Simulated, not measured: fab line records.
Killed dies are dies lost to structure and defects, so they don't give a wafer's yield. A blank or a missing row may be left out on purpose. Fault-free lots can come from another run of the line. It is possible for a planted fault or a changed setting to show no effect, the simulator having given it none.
Split-lot study | flow n5-finfet | 7 lots, 21 wafers read, on a route of 1938 steps

## SPLIT DETAILS
At N5_SD_EPI_P_EPI_21 (deposits SiGe:B, time 355 s), the setting temp-c was moved away from the recipe's 550 C on 8 of the 21 wafers read, by -0.5% to +0.5%. The other wafers ran this setting at the recipe's value.

## FROM THE SPLIT TO THE READING: what the file shows between them, 5 steps
- N5_SD_EPI_P_HM_STRIP_48: strips SiNx in H3PO4, material SiNx, target depth 3 nm
- N5_SD_EPI_P_SRD_49: time 30 s
- N5_SD_EPI_P_PRECLEAN_24: cleans in O3/DIW, time 45 s
- N5_SD_ACTIVATION_RTA_00: time 0 s
- N5_SD_ACTIVATION_LSA_01: time 0.0008 s

## THE READING
RS_SD_P (ohm/sq), read at N5_SD_ACTIVATION_RS_MEAS_03 with a four-point probe. Typical for fault-free wafers on this fab line: 55.9 ohm/sq, with standard deviation 1.1 ohm/sq.

wafer  | tool, chamber at the split | temp-c as run, C | against the recipe | RS_SD_P, ohm/sq | against lot-mates on the recipe
L074.2 | epi-rpcvd-02, 0            | 550              | recipe             | 56.7            | -
L074.4 | epi-rpcvd-02, 0            | 550              | recipe             | 57.3            | -
L074.5 | epi-rpcvd-02, 0            | 550              | recipe             | 56.6            | -
L080.2 | epi-rpcvd-02, 0            | 550              | recipe             | 56.9            | -
L080.3 | epi-rpcvd-02, 0            | 550              | recipe             | 56.3            | -
L080.6 | epi-rpcvd-02, 0            | 550              | recipe             | 57.8            | -
L083.2 | epi-rpcvd-01, 0            | 550              | recipe             | 55.8            | -
L083.5 | epi-rpcvd-01, 0            | 553              | +0.5%              | 52.1            | -3.7
L083.6 | epi-rpcvd-01, 0            | 553              | +0.5%              | 53.5            | -2.3
L084.1 | epi-rpcvd-04, 0            | 551.9            | +0.3%              | 51.3            | -3.1
L084.2 | epi-rpcvd-04, 0            | 551.9            | +0.3%              | 52.7            | -1.7
L084.3 | epi-rpcvd-04, 0            | 550              | recipe             | 54.4            | -
L087.2 | epi-rpcvd-02, 0            | 547.4            | -0.5%              | 58.1            | +3.3
L087.4 | epi-rpcvd-02, 0            | 550              | recipe             | 54.7            | -
L087.5 | epi-rpcvd-02, 0            | 550              | recipe             | 54.9            | -
L092.2 | epi-rpcvd-01, 0            | 550              | recipe             | 54.0            | -
L092.4 | epi-rpcvd-01, 0            | 550              | recipe             | 54.0            | -
L092.6 | epi-rpcvd-01, 0            | 548              | -0.4%              | 57.4            | +3.4
L094.1 | epi-rpcvd-02, 0            | 550              | recipe             | 56.3            | -
L094.4 | epi-rpcvd-02, 0            | 547.4            | -0.5%              | 60.3            | +4.0
L094.5 | epi-rpcvd-02, 0            | 547.4            | -0.5%              | 59.8            | +3.5

FIT RESULTS
A straight line over all 21 wafers: RS_SD_P changes by -7.08 ohm/sq for each +1% of temp-c; r = -0.85; the points scatter about the line by 1.3 ohm/sq.
The same after taking each lot's own level away (the mean of its wafers on the recipe; 21 wafers): -6.89 ohm/sq for each +1%; r = -0.97; scatter 0.53 ohm/sq.
The reading moves by 3.8 ohm/sq for the largest change in temp-c, on that fit.
The span of the lots' own levels, 54.00 to 57.00 ohm/sq, comes to 2.7 times the standard deviation stated above.
Hence the lot-to-lot level has little effect on the slope; both slopes agree.
Check: -3.56 ohm/sq against its lot-mates is what the line predicts for one of the wafers moved furthest among these (+0.5%) when that wafer is left out of the fit. Against them it came out at -3.7 ohm/sq.

## THESE WAFERS: OTHER SPLITS
Other splits were also applied to these wafers ahead of the reading. Each is held against what the fit with the lots' levels taken away leaves over:
other split on the same wafers         | wafers away from the commonest value | r with RS_SD_P (lot level and that fit taken away)
N5_WELL_APT_PEB_06 peb-time-s          | 8                                    | +0.47
N5_WELL_APT_COAT_19 spin-rpm           | 6                                    | -0.12
N5_PMOS_HMC_CHANNEL_EPI_ETCH_32 bias-w | 5                                    | -0.25
N5_FIN_SAQP_EXPOSE_13 dose-mj          | 3                                    | +0.21
N5_DUMMY_GATE_COAT_28 spin-rpm         | 9                                    | -0.35
N5_DUMMY_GATE_EXPOSE_12 dose-mj        | 5                                    | -0.11

## THE WHOLE CHAIN: every reading that the file lists as answering this split, in the file's order
step                        | what it does                                           | reading                                                                           | change (the file's fit)              | r (the file's)
N5_SD_EPI_P_EPI_21          | deposits SiGe:B, time 355 s                            | SiGe-B_of_SD_EPI_P_EPI_21.thk-nm (the simulator's own value, which no gauge read) | +7.12 nm for each +1% of the setting | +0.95
N5_SD_EPI_P_HM_STRIP_48     | strips SiNx in H3PO4, material SiNx, target depth 3 nm | SiGe-B_of_SD_EPI_P_EPI_21.thk-nm (the simulator's own value, which no gauge read) | +7.24 nm for each +1% of the setting | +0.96
N5_SD_ACTIVATION_RS_MEAS_03 | measures by four-point-probe                           | RS_SD_P                                                                           | -7.13 for each +1% of the setting    | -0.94

## FILE'S OWN FIT
RS_SD_P changes by -7.13 ohm/sq for each +1% of temp-c, r = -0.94.
